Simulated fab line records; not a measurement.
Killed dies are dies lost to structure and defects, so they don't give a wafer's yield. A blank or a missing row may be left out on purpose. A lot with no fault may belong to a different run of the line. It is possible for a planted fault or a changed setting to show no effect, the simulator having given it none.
fab line records	flow n5_finfet	part 2 of 2: steps 5 to 6 of 6
record: lots: 19	wafers: 57	last_day: 17
route steps=1938 shown WELL_APT@43 FIN_SAQP@99 FIN_CUT@168 STI_FIN_REVEAL@191
lots that met no fault: taken from a fault-free run of the same line
start_h: the number of hours between the record's first day and the start of the first shown wafer of the lot	wait_h: hours elapsed since this lot's preceding step	" same as the row above	L1.1+2: one row covering several wafers at once	- value missing, or start not given	* or withheld: withheld	< > ~ a bound
route shown NAME@n: names a module that has steps shown in the file, with the first one's number in the route	usual: the fault-free wafers' mean and standard deviation	same: alike in all rows	chamber/n: place in a boat	sites: each site's reading	_std_site: standard deviation across them	_edge_site: inner sites' mean taken away from outer sites' mean	radius_mm: for every site, how far away it sits from the centre of the wafer	mask NAME#n: copy n	behind: tool/chamber where the wafer was last shaped	hold: why the lot was held/for how many hours/how that ended	device: the transistor (n, p or np) that didn't switch	end of line: the same wafers' tests at the end of the route	a step with no rows: only its recipe	killed: dies lost to structure and defects at the first sort, not the wafer's yield	map: a wafer's dies, x killed, . not, _ none there
set.NAME: the setting as run; set.NAME@STEP: as run at that earlier step	model.NAME: the simulator's own value behind a step, which no gauge read
steps of the route over a sample of lots; a table a step, a row a wafer
services: from which hour (start_h, from the record's first day; less than 0 if before it) a tool's chamber was out of use, for how many hours, and why
== steps ==
step: N5_STI_FIN_REVEAL_STRIP_24
recipe: chemistry: N2/H2	time_s: 90	power_w: 100	temp_c: 40	pressure_mtorr: 100	rf_frequency_hz: 6e+07	bias_power_w: 3	n2_flow_sccm: 300	h2_flow_sccm: 300
usual: chamber_pressure_mTorr: 100.01/0.089	drypump_motor_current_A: 5.8/0.42	oes_product_au: 0.83/0.1	rf_vpp_V: 45.4/0.84	showerhead_plenum_p_Torr: 3.41/0.12	throttle_valve_pct: 12.16/0.3
same: time_s: 90
lot.wafer	tool	chamber	start_h	wait_h	chamber_pressure_mTorr	drypump_motor_current_A	oes_product_au	rf_hours_counter_h	rf_vpp_V	showerhead_plenum_p_Torr	throttle_valve_pct
L075.2	rie_diel-02	3	42.78	0.0	100.12	4.9	0.90	34	46.0	3.45	11.77
L075.3	"	1	"	"	99.86	5.7	0.73	206	45.9	3.47	12.27
L075.6	"	2	"	"	100.00	5.6	0.70	-	44.8	3.34	12.32
L076.1	rie_diel-02	3	46.60	0.0	100.05	4.9	0.89	35	46.2	3.45	11.77
L076.3	"	1	"	"	99.90	5.7	0.72	207	46.0	3.47	12.27
L076.4	"	0	"	"	100.03	6.5	0.70	239	46.2	3.33	12.78
L077.2	rie_diel-06	0	51.94	0.0	100.16	6.2	0.98	1	44.7	3.61	11.65
L077.3	"	2	"	"	99.96	5.1	0.70	254	44.1	3.46	12.41
L077.6	"	0	"	"	99.93	6.2	0.98	-	45.2	3.61	11.64
L078.1	rie_diel-03	0	57.93	0.0	100.07	6.2	0.88	46	46.3	3.43	12.39
L078.2	"	3	"	"	100.17	5.7	0.97	3	46.1	3.46	11.87
L078.5	"	1	"	"	100.05	5.6	0.69	-	44.5	3.19	12.40
L079.1	rie_diel-02	3	64.84	0.0	100.07	4.9	0.87	41	45.4	3.45	11.79
L079.5	"	0	"	"	99.99	6.5	0.71	-	44.1	3.33	12.80
L079.6	"	1	"	"	99.93	5.7	0.72	-	45.1	3.47	12.29
L081.3	rie_diel-03	3	75.98	0.0	100.04	5.6	0.93	12	45.7	3.46	11.89
L081.4	"	0	"	"	99.80	6.1	0.88	-	46.1	3.42	12.39
L081.5	"	3	"	"	100.00	5.6	0.92	-	47.1	3.46	11.89
L082.1	rie_diel-03	1	82.07	0.0	100.02	5.6	0.68	244	44.9	3.18	12.42
L082.3	"	0	"	"	99.92	6.1	0.88	58	46.2	3.42	12.40
L082.4	"	1	"	"	99.88	5.6	0.67	-	45.4	3.18	12.43
L083.4	rie_diel-03	2	87.60	0.0	100.12	5.5	0.99	2	46.9	3.61	12.27
L083.5	"	3	"	"	100.22	5.6	0.90	-	44.4	3.46	11.91
L083.6	"	0	"	"	99.90	6.2	0.86	-	46.2	3.42	12.42
L084.2	rie_diel-03	2	95.57	0.0	100.04	5.5	0.97	5	45.8	3.61	12.27
L084.4	"	3	"	"	100.11	5.6	0.89	22	46.0	3.45	11.90
L084.5	"	1	"	"	100.03	5.7	0.67	-	45.3	3.18	12.44
L085.1	rie_diel-03	2	102.16	0.0	99.87	5.5	0.96	9	46.2	3.61	12.28
L085.3	"	0	"	"	99.90	6.1	0.85	69	46.0	3.42	12.45
L085.6	"	0	"	"	99.99	6.1	0.86	-	46.0	3.42	12.44
L087.1	rie_diel-06	1	112.55	0.0	100.04	6.1	0.80	80	45.7	3.26	12.03
L087.3	"	2	"	"	99.94	5.1	0.93	9	46.0	3.46	11.80
L087.6	"	2	"	"	100.13	5.1	0.93	-	45.3	3.46	11.82
L089.3	rie_diel-06	1	123.22	0.0	100.10	6.1	0.80	84	45.1	3.26	12.02
L089.4	"	0	"	"	99.88	6.1	0.88	-	45.2	3.59	11.74
L089.5	"	1	"	"	100.01	6.1	0.79	-	45.3	3.25	12.04
L090.2	rie_diel-02	3	130.54	0.0	100.05	4.9	0.84	68	45.8	3.43	11.87
L090.5	"	1	"	"	100.04	5.7	0.69	-	44.1	3.45	12.34
L090.6	"	0	"	"	100.09	6.4	0.99	-	43.8	3.32	12.19
L091.1	rie_diel-06	1	136.08	0.0	99.90	6.1	0.79	91	45.1	3.25	12.05
L091.2	"	0	"	"	99.97	6.2	0.87	39	47.7	3.59	11.73
L091.4	"	2	"	"	99.99	5.1	0.91	-	46.8	3.45	11.83
L092.2	rie_diel-06	1	141.82	0.0	99.96	6.1	0.79	92	44.2	3.25	12.07
L092.3	"	0	"	"	100.11	6.2	0.87	40	45.5	3.59	11.75
L092.4	"	1	"	"	99.92	6.1	0.79	-	45.2	3.25	12.07
L094.2	rie_diel-03	0	153.39	0.0	100.04	6.2	0.83	89	45.4	3.41	12.50
L094.3	"	2	"	"	99.94	5.5	0.90	28	45.7	3.60	12.33
L094.5	"	2	"	"	99.90	5.5	0.91	-	44.8	3.60	12.32
L095.4	rie_diel-06	0	159.30	0.0	100.09	6.2	0.85	47	44.9	3.59	11.75
L095.5	"	0	"	"	99.94	6.2	0.86	-	45.0	3.58	11.76
L095.6	"	1	"	"	100.12	6.1	0.78	-	44.7	3.25	12.07
L096.2	rie_diel-03	3	165.49	0.0	100.04	5.6	0.85	50	44.4	3.44	11.99
L096.3	"	0	"	"	100.03	6.1	0.83	93	45.0	3.40	12.49
L096.6	"	0	"	"	100.05	6.2	0.83	-	45.2	3.40	12.49
L097.1	rie_diel-02	2	172.34	0.0	100.13	5.6	0.67	244	43.6	3.31	12.43
L097.3	"	3	"	"	100.11	4.9	0.81	81	44.5	3.42	11.90
L097.4	"	1	"	"	99.93	5.7	0.68	254	46.3	3.44	12.39
step: N5_STI_FIN_REVEAL_OXIDATION_31
recipe: chemistry: O2_PLASMA_REMOTE	temp_c: 150	time_s: 20	pressure_mtorr: 1000	source_power_w: 2000	o2_flow_sccm: 3000
usual: chamber_pressure_mTorr: 1000.0/0.9	drypump_motor_current_A: 5.51/0.28	heater_power_w: 150/14
same: time_s: 20
lot.wafer	tool	chamber	start_h	wait_h	chamber_pressure_mTorr	drypump_motor_current_A	heater_power_w	rf_hours_counter_h
L075.2	plasma_asher-01	1	46.76	0.0	1000.1	5.35	149	74
L075.3	"	0	"	"	998.5	5.28	164	-
L075.6	"	1	"	"	998.7	5.36	150	-
L076.1	plasma_asher-02	1	50.56	0.0	1000.7	5.77	150	34
L076.3	"	0	"	"	1000.6	6.03	124	-
L076.4	"	1	"	"	999.9	5.77	151	-
L077.2	plasma_asher-01	0	54.31	0.0	999.9	5.28	164	74
L077.3	"	0	"	"	1000.1	5.26	157	-
L077.6	"	0	"	"	998.0	5.26	163	-
L078.1	plasma_asher-02	0	61.90	0.0	999.8	6.01	123	36
L078.2	"	1	"	"	1000.7	5.76	151	36
L078.5	"	0	"	"	998.5	5.98	120	-
L079.1	plasma_asher-01	0	67.27	0.0	999.6	5.27	161	77
L079.5	"	1	"	"	999.9	5.38	152	-
L079.6	"	0	"	"	999.9	5.27	161	-
L081.3	plasma_asher-01	0	78.37	0.1	1000.2	5.28	162	-
L081.4	"	1	"	"	999.7	5.35	153	-
L081.5	"	0	"	"	999.7	5.30	164	-
L082.1	plasma_asher-02	0	84.72	0.0	1000.1	6.00	124	40
L082.3	"	0	"	"	999.8	6.01	123	-
L082.4	"	1	"	"	999.8	5.77	152	-
L083.4	plasma_asher-02	0	89.99	0.1	999.7	6.01	121	-
L083.5	"	1	"	"	1000.1	5.79	151	-
L083.6	"	0	"	"	999.6	6.02	122	-
L084.2	plasma_asher-02	1	97.94	0.0	999.3	5.76	155	43
L084.4	"	0	"	"	999.8	5.99	125	-
L084.5	"	1	"	"	1000.3	5.76	149	-
L085.1	plasma_asher-01	0	104.55	0.0	1000.5	5.28	162	85
L085.3	"	1	"	"	999.8	5.36	153	-
L085.6	"	0	"	"	998.9	5.28	162	-
L087.1	plasma_asher-01	0	114.95	0.0	1001.4	5.27	164	87
L087.3	"	0	"	"	1000.8	5.25	160	-
L087.6	"	0	"	"	999.1	5.26	166	-
L089.3	plasma_asher-01	0	126.14	0.1	998.7	5.27	161	-
L089.4	"	1	"	"	1000.2	5.32	153	-
L089.5	"	0	"	"	1002.4	5.27	166	-
L090.2	plasma_asher-02	0	132.91	0.0	999.5	6.02	118	51
L090.5	"	0	"	"	999.3	5.98	119	-
L090.6	"	1	"	"	1001.9	5.78	151	-
L091.1	plasma_asher-01	1	139.01	0.0	1001.0	5.34	153	92
L091.2	"	0	"	"	1000.2	5.28	162	92
L091.4	"	1	"	"	999.7	5.34	154	-
L092.2	plasma_asher-01	0	144.72	0.0	999.1	5.27	163	93
L092.3	"	1	"	"	1000.1	5.37	156	-
L092.4	"	0	"	"	998.9	5.28	162	-
L094.2	plasma_asher-02	0	155.75	0.0	999.1	6.00	121	54
L094.3	"	1	"	"	999.9	5.78	151	-
L094.5	"	0	"	"	1001.7	5.99	121	-
L095.4	plasma_asher-01	0	161.69	0.1	1000.5	5.27	158	-
L095.5	"	1	"	"	998.1	5.37	154	-
L095.6	"	0	"	"	1000.9	5.28	164	-
L096.2	plasma_asher-02	0	167.85	0.0	1001.1	6.02	125	56
L096.3	"	0	"	"	1002.1	6.00	123	-
L096.6	"	0	"	"	999.5	6.02	124	-
L097.1	plasma_asher-01	1	174.76	0.0	1000.7	5.37	153	99
L097.3	"	0	"	"	1001.5	5.27	164	-
L097.4	"	1	"	"	1000.1	5.35	152	-
== services ==
tool	chamber	start_h	hours	kind
rie_diel-03	1	4.90	2.0	repair
rie_diel-01	0	5.88	2.0	repair
pecvd-02	2	9.38	1.9	repair
rie_diel-06	-	13.91	0.5	repair
rie_diel-03	0	14.41	13.1	repair
rie_diel-03	3	31.01	-	clean
rie_diel-03	3	31.01	-	consumable_replace:focus_ring
rie_diel-03	3	31.01	20.5	scheduled_down
rie_diel-03	3	31.01	20.5	vent_cycle
rie_diel-06	2	52.54	19.3	repair
pecvd-04	-	61.00	2.8	pm
pecvd-02	0	63.94	8.0	repair
rie_diel-03	-	65.45	0.9	repair
pecvd-04	-	72.54	5.5	pm
pecvd-03	-	73.61	0.9	repair
rie_diel-02	-	84.41	2.8	pm
rie_diel-06	1	86.68	6.4	repair
rie_diel-06	3	86.70	63.1	repair
pecvd-03	1	88.19	15.6	repair
rie_diel-06	2	88.79	6.8	repair
rie_diel-06	-	92.52	4.2	repair
rie_diel-05	1	95.99	7.9	repair
rie_diel-01	3	108.65	45.3	repair
rie_diel-05	0	121.56	1.7	repair
